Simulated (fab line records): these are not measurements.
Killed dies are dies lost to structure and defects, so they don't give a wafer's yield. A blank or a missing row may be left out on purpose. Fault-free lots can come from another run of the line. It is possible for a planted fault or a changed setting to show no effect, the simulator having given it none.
Which tool is to blame? ; flow n5_finfet ; Sampling: 10 lots, 29 wafers, 2 of 1938 route steps

== WHAT EACH GAUGE READ, for each wafer ==
N5_MIM_BOT_LITHO_INSPECT_12: inspects for defects (macro).
lot;measured;on;raw_defect_count
L289;day 12 06:03;defect_inspect-02;1 9 1
L290;day 12 10:40;defect_inspect-01;3 3 0
L293;day 13 14:40;defect_inspect-01;2 4 1
L298;day 14 13:47;defect_inspect-01;1 4 2
L299;day 15 07:17;defect_inspect-01;0 4 3
L301;day 15 20:02;defect_inspect-02;4 5 2
L300;day 15 20:12;defect_inspect-02;1 4 2
L304;day 15 21:37;defect_inspect-02;0 0 1
L303;day 15 21:46;defect_inspect-01;2 4
L307;day 17 01:48;defect_inspect-01;1 6 0

== TOOL THAT RAN EACH LOT (tool first, then ch and the chambers of the sampled wafers, then the start) ==
lot;N5_MIM_TOP_ETCH_PECVD_03
L289;pecvd-01 ch 0,1,2, day 12 05:31
L290;pecvd-01 ch 1,2, day 12 10:08
L293;pecvd-03 ch 0,1, day 13 14:15
L298;pecvd-04 ch 0,1,2, day 14 13:15
L299;pecvd-04 ch 1,2, day 15 06:52
L301;pecvd-03 ch 0,2, day 15 19:38
L300;pecvd-04 ch 1,2, day 15 19:47
L304;pecvd-04 ch 0,1,2, day 15 21:04
L303;pecvd-04 ch 0,1, day 15 21:11
L307;pecvd-01 ch 0,1, day 17 01:16
- N5_MIM_TOP_ETCH_PECVD_03: deposits SiNx from SiH4/NH3/N2, target thk 20 nm, time 17.6 s.

== THE ANSWER, worked out from the rows above alone ==
Rule: usual is defined by the lots themselves. The widest of any qualifying gaps counts: lots, ordered by their means at a reading, are off when they make up no more than a third of the lots, leave a main group of 4 or more, and stand apart from it by 3 or more times the standard deviation of that group's means. A main group whose means are all the same, to the digits that the tables above print for the reading, isn't used. Also off: a lot with no number at a reading for which 4 or more lots have one. The other lots that the step has rows for count as sound.
No lot is off on any of the readings shown, so nothing can be concluded from this.

== WHAT THE SIMULATOR PUT IN ==
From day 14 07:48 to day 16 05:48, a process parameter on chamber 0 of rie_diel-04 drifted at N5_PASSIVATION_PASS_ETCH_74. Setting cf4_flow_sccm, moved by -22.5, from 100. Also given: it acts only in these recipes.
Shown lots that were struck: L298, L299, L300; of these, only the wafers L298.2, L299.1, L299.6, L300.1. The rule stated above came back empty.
